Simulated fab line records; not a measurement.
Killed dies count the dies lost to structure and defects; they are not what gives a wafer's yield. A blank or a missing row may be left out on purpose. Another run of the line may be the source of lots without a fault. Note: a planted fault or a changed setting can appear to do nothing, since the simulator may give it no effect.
Code-filled problem report in 8D (eight disciplines) form    flow nandHarc    the parts of the form that need people (team, actions taken, sign-off) are left out

1. PROBLEM STATEMENT
At NHARC_END_SORT_01, killedDies averages 677 over 4 wafers from 3 lots, while fault-free wafers read 31, standard deviation 9.7. Relative to the usual mean, that is a shift of +67 standard deviations.
Seen first at day 22 01:14 on prober-02, wafer L159.4. The record has a number at this step for 9 wafers belonging to 3 lots. Rule for "out", or "out of limits": more than 4 standard deviations from the usual mean. All remaining wafers that have a number are taken as sound.

2. WHAT IT IS; WHAT IT IS NOT
question                     is                              is not
which readings at this step  killedDies, killedAtArray       killedAtOther, killedAtPeriphery, killedShort
which lots                   L159, L160, L162                -
which wafers of those lots   L159.4, L160.4, L160.5, L162.5  L159.1, L159.2, L160.2, L162.3, L162.6
read on which gauges         prober-02                       -
when                         from day 22 01:14               up to then (2 sound wafers); but 3 sound wafers of L160, L162 came after

3. SUSPECTS, AND WHAT RULES EACH OUT
Counting: if a tool at a process step up to the reading ran every lot that is out, it stays a suspect. Sound lots after the first of them don't rule it out here, since some wafers of a struck lot are sound.
- the gauge at NHARC_END_SORT_01: kept. All the wafers that are out were read on prober-02, and no step on other tools shows them out.
- aldHk-01 at NHARC_A_STAIRCASE_ALD_415 (deposits SiO2, target thk 30 nm, pulse time 6 s, ald cycles 300): kept. It ran every lot that is out, first L159 (day 15 02:06).
Left after counting: aldHk-01 at NHARC_A_STAIRCASE_ALD_415, prober-02 at NHARC_END_SORT_01.

4. THE CAUSE (what the simulator had put in)
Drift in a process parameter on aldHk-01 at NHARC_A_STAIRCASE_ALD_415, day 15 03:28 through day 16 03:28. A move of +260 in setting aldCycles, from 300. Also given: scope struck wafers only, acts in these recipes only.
Of the 2 suspects that counting leaves, this tool is one.

5. THE EFFECT CHAIN, in route order
Rows list readings where the struck wafers' mean (over those with a number) sits beyond 3 standard deviations from the usual. Scope: only readings with a usual standard deviation given in the record; hours: median across lots of the time from each lot's start at the first step in this table that gives one to its start at this step; sigmas: change in usual standard deviations.
hours  step               reading        usual  on struck wafers  change  sigmas
0      NHARC_END_SORT_01  killedAtArray  27     674               +647    +65
0      NHARC_END_SORT_01  killedDies     31     677               +646    +67

6. HOW IT WOULD HAVE BEEN CAUGHT EARLIER
Counted from the fault's start at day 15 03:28, it took 166 hours until the first out-of-limits reading at a measuring or inspecting step in this record, taken at day 22 01:14.
Tool readings at NHARC_A_STAIRCASE_ALD_415 with a usual standard deviation given in the record: none out on any struck wafer, hence no alarm at a limit of 4 standard deviations on them.
The start of NHARC_A_STAIRCASE_ALD_415 on aldHk-01 came by day 22 01:14 for every one of the lots that are out (3). Tool hold at that time: it would have spared none of them.
